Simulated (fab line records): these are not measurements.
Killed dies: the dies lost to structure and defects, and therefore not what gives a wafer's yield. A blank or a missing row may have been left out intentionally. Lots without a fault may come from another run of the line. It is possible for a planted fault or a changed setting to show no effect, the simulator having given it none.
Chamber matching + flow n5-finfet + ald-sin-04 running N5_ILD0_ALD_15: 4 sister chambers
The step deposits SiNx, target thk 24 nm, pulse time 1 s, ald cycles 480. 4 wafers are shown with their chamber, then 7 later ones without.

== WAFERS PAIRED WITH THEIR CHAMBERS ==
| wafer  | chamber | heater-power-outer-w (W) |
|--------|---------|--------------------------|
| L087.2 | 2       | 539                      |
| L087.5 | 1       | 585                      |
| L088.1 | 0       | 499                      |
| L088.2 | 3       | 582                      |

== WAFERS WITHOUT THEIR CHAMBER ==
| wafer  | heater-power-outer-w (W) |
|--------|--------------------------|
| L088.4 | 541                      |
| L092.1 | 587                      |
| L092.3 | 558                      |
| L092.5 | 562                      |
| L095.3 | 522                      |
| L095.5 | 522                      |
| L095.6 | 614                      |

== WHICH CHAMBER EACH ONE RAN IN ==
| wafer  | from the rows above          | in truth |
|--------|------------------------------|----------|
| L088.4 | 2                            | 2        |
| L092.1 | can't be placed: 1 or 3      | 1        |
| L092.3 | can't be placed: 2 or 3 or 1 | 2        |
| L092.5 | can't be placed: 3 or 1 or 2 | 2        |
| L095.3 | can't be placed: 2 or 0      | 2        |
| L095.5 | can't be placed: 2 or 0      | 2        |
| L095.6 | can't be placed: 1 or 3      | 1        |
Correctly placed: 1 of 7. Unplaceable from these rows: 6, with the true chamber sitting among the candidates in 6. Wrongly placed: 0.
How it was worked out, from the rows above alone: a wafer's distance from a chamber is the root of the sum, over the readings, of the square of ((its reading less the chamber's mean) divided by the reading's scatter). If the next closest chamber is less than 2 further off than the closest, the wafer can't be placed; otherwise it belongs to the closest. Each chamber's mean is taken over the wafers shown for it. The scatter (one wafer shown for each chamber): square how far every hidden wafer sits from the nearest shown wafer, average those squares and take the square root.
